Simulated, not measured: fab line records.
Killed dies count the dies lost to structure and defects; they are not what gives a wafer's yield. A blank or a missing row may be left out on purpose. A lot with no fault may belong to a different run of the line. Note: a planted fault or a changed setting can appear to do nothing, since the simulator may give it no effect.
Matching of chambers | flow n5Finfet | N5_BEOL_M8_DESCUM_33 on rieDiel-02 has 4 sister chambers
The step chemistry O2, time 7 s. 20 wafers are shown with their chamber, then 10 later ones without.

## WAFERS WITH THEIR CHAMBER
wafer  | chamber | throttleValvePct (%) | drypumpMotorCurrentA (A) | oesProductAu (a.u.)
L074.1 | 0       | 20.41                | 5.1                      | 0.87
L074.4 | 1       | 19.93                | 5.5                      | 0.85
L074.5 | 2       | 20.47                | 6.2                      | 0.76
L077.1 | 3       | 20.59                | 6.0                      | 0.68
L077.2 | 0       | 20.42                | 5.1                      | 0.87
L077.4 | 2       | 20.47                | 6.3                      | 0.77
L079.1 | 0       | 20.43                | 5.1                      | 0.87
L079.3 | 2       | 20.47                | 6.3                      | 0.76
L079.6 | 1       | 19.95                | 5.5                      | 0.83
L080.3 | 1       | 19.94                | 5.5                      | 0.83
L080.4 | 3       | 20.61                | 6.0                      | 0.68
L080.5 | 2       | 20.48                | 6.3                      | 0.77
L082.3 | 0       | 20.44                | 5.0                      | 0.84
L082.4 | 3       | 20.62                | 5.9                      | 0.67
L082.5 | 2       | 20.49                | 6.3                      | 0.75
L085.2 | 1       | 19.97                | 5.5                      | 0.82
L085.5 | 2       | 20.51                | 6.3                      | 0.75
L085.6 | 1       | 19.95                | 5.5                      | 0.81
L088.1 | 2       | 20.53                | 6.3                      | 0.73
L088.3 | 1       | 19.97                | 5.5                      | 0.80

SIGNATURES (means of the wafers above)
reading              | chamber 0 | chamber 1 | chamber 2 | chamber 3 | scatter within a chamber
throttleValvePct     | 20.4250   | 19.9517   | 20.4886   | 20.6067   | 0.0186
drypumpMotorCurrentA | 5.075     | 5.500     | 6.286     | 5.967     | 0.0377
oesProductAu         | 0.8625    | 0.8233    | 0.7557    | 0.6767    | 0.0147
Rule: a wafer's distance from a chamber is the root of the sum, over the readings, of the square of ((its reading less the chamber's mean) divided by the reading's scatter). If the next closest chamber is less than 2 further off than the closest, the wafer can't be placed; otherwise it belongs to the closest. How the scatter is found: for the shown wafers, subtract from each reading the mean of its chamber, square and add these, divide the total by (wafers less chambers), then take the root.

## WAFERS MISSING THEIR CHAMBER
wafer  | throttleValvePct (%) | drypumpMotorCurrentA (A) | oesProductAu (a.u.)
L088.4 | 20.45                | 5.1                      | 0.82
L091.2 | 19.99                | 5.5                      | 0.80
L091.3 | 20.28                | 6.0                      | 0.94
L091.6 | 20.46                | 5.0                      | 0.83
L093.3 | 20.53                | 6.3                      | 0.73
L093.4 | 19.99                | 5.5                      | 0.80
L093.6 | 20.00                | 5.5                      | 0.80
L096.2 | 20.31                | 6.0                      | 0.89
L096.4 | 20.00                | 5.5                      | 0.77
L096.6 | 20.54                | 6.2                      | 0.72

## THE CHAMBER EACH PASSED THROUGH
wafer  | from the rows above | in truth
L088.4 | 0                   | 0
L091.2 | 1                   | 1
L091.3 | 2                   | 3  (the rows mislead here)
L091.6 | 0                   | 0
L093.3 | 2                   | 2
L093.4 | 1                   | 1
L093.6 | 1                   | 1
L096.2 | 2                   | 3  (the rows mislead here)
L096.4 | 1                   | 1
L096.6 | 2                   | 2
Correctly placed: 8 of 10. Left unplaced by these rows: 0. Number placed wrongly: 2.
